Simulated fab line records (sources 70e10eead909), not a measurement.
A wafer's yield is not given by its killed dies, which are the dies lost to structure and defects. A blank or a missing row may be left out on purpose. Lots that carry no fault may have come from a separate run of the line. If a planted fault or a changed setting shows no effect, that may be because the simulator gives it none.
Chamber matching + flow nand harc + pecvd-03 running NHARC_A_STAIRCASE_DEP_259: 3 sister chambers
The step deposits SiON, target thk 30 nm. 3 wafers are shown with their chamber, then 7 later ones without.

== WAFERS PAIRED WITH THEIR CHAMBERS ==
| wafer  | chamber | heater power w (W) |
|--------|---------|--------------------|
| L088.6 | 1       | 711                |
| L091.3 | 0       | 579                |
| L091.5 | 2       | 772                |

== WAFERS WITHOUT THEIR CHAMBER ==
| wafer  | heater power w (W) |
|--------|--------------------|
| L091.6 | 717                |
| L093.2 | 669                |
| L093.4 | 754                |
| L093.6 | 696                |
| L092.1 | 576                |
| L092.3 | 691                |
| L092.4 | 659                |

== EACH ONE'S CHAMBER ==
| wafer  | from the rows above     | in truth                   |
|--------|-------------------------|----------------------------|
| L091.6 | can't be placed: 1 or 2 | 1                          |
| L093.2 | can't be placed: 1 or 0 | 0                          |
| L093.4 | can't be placed: 2 or 1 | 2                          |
| L093.6 | 1                       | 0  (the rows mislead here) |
| L092.1 | 0                       | 0                          |
| L092.3 | 1                       | 1                          |
| L092.4 | can't be placed: 1 or 0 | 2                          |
Correctly placed: 2 of 7. From these rows, 4 cannot be placed; in 3 the true chamber is one of the candidates. Number placed wrongly: 1.
How it was worked out, from the rows above alone: a wafer's distance from a chamber is the root of the sum, over the readings, of the square of ((its reading less the chamber's mean) divided by the reading's scatter). If the next closest chamber is less than 2 further off than the closest, the wafer can't be placed; otherwise it belongs to the closest. For every chamber, the mean is computed from those of its wafers that are shown. The scatter: root of mean squared gap, hidden wafer to nearest shown wafer, with one shown wafer a chamber.
